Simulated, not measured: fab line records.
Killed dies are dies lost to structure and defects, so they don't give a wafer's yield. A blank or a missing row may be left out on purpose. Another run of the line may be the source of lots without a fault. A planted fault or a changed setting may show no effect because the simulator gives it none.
Matching of chambers + flow n5-finfet + N5_SDB_HM_DEP_00 on pecvd-02: 3 sister chambers
The step deposits SiNx from SiH4/NH3/N2, target thk 40 nm, time 35.3 s. 14 wafers are shown with their chamber, then 7 later ones without.

== WAFERS WITH THEIR CHAMBER ==
| wafer  | chamber | showerhead-plenum-p-Torr (Torr) | throttle-valve-pct (%) | heater-power-w (W) |
|--------|---------|---------------------------------|------------------------|--------------------|
| L075.2 | 0       | 5.20                            | 38.8                   | 813                |
| L075.5 | 2       | 5.29                            | 38.8                   | 742                |
| L075.6 | 1       | 5.19                            | 40.0                   | 894                |
| L077.1 | 1       | 5.19                            | 39.8                   | 860                |
| L077.3 | 0       | 5.17                            | 38.5                   | 784                |
| L077.6 | 2       | 5.28                            | 38.6                   | 821                |
| L079.1 | 1       | 5.19                            | 40.0                   | 901                |
| L079.3 | 1       | 5.18                            | 39.7                   | 916                |
| L079.4 | 2       | 5.28                            | 38.8                   | 793                |
| L080.3 | 2       | 5.28                            | 38.8                   | 806                |
| L080.4 | 1       | 5.20                            | 40.0                   | 936                |
| L080.5 | 1       | 5.19                            | 39.9                   | 957                |
| L083.3 | 2       | 5.29                            | 38.8                   | 838                |
| L083.4 | 2       | 5.29                            | 39.0                   | 847                |

SIGNATURES, as means of the wafers listed above
| reading                  | chamber 0 | chamber 1 | chamber 2 | scatter within a chamber |
|--------------------------|-----------|-----------|-----------|--------------------------|
| showerhead-plenum-p-Torr | 5.1850    | 5.1900    | 5.2850    | 0.00853                  |
| throttle-valve-pct       | 38.650    | 39.900    | 38.800    | 0.137                    |
| heater-power-w           | 798.50    | 910.67    | 807.83    | 34.8                     |
Rule: a wafer lies at a distance from a chamber equal to the root of the sum of squares, over the readings, of (its reading less the chamber's mean, divided by the reading's scatter). The wafer belongs to the nearest chamber; if the next one is less than 2 further off, it can't be placed. The scatter: take each reading less its chamber's mean, square it, sum over the shown wafers, divide by the number of wafers less the number of chambers, and take the root.

== WAFERS WITH NO CHAMBER GIVEN ==
| wafer  | showerhead-plenum-p-Torr (Torr) | throttle-valve-pct (%) | heater-power-w (W) |
|--------|---------------------------------|------------------------|--------------------|
| L083.5 | 5.18                            | 38.5                   | 712                |
| L091.2 | 5.18                            | 38.6                   | 754                |
| L091.3 | 5.19                            | 40.1                   | 970                |
| L091.4 | 5.18                            | 40.0                   | 957                |
| L097.1 | 5.18                            | 38.2                   | 669                |
| L097.4 | 5.19                            | 38.5                   | 687                |
| L097.5 | 5.19                            | 39.6                   | 901                |

== CHAMBER TAKEN BY EACH ==
| wafer  | from the rows above | in truth |
|--------|---------------------|----------|
| L083.5 | 0                   | 0        |
| L091.2 | 0                   | 0        |
| L091.3 | 1                   | 1        |
| L091.4 | 1                   | 1        |
| L097.1 | 0                   | 0        |
| L097.4 | 0                   | 0        |
| L097.5 | 1                   | 1        |
Correct placement for 7 of the 7. Can't be placed from these rows: 0. Wrongly placed: 0.
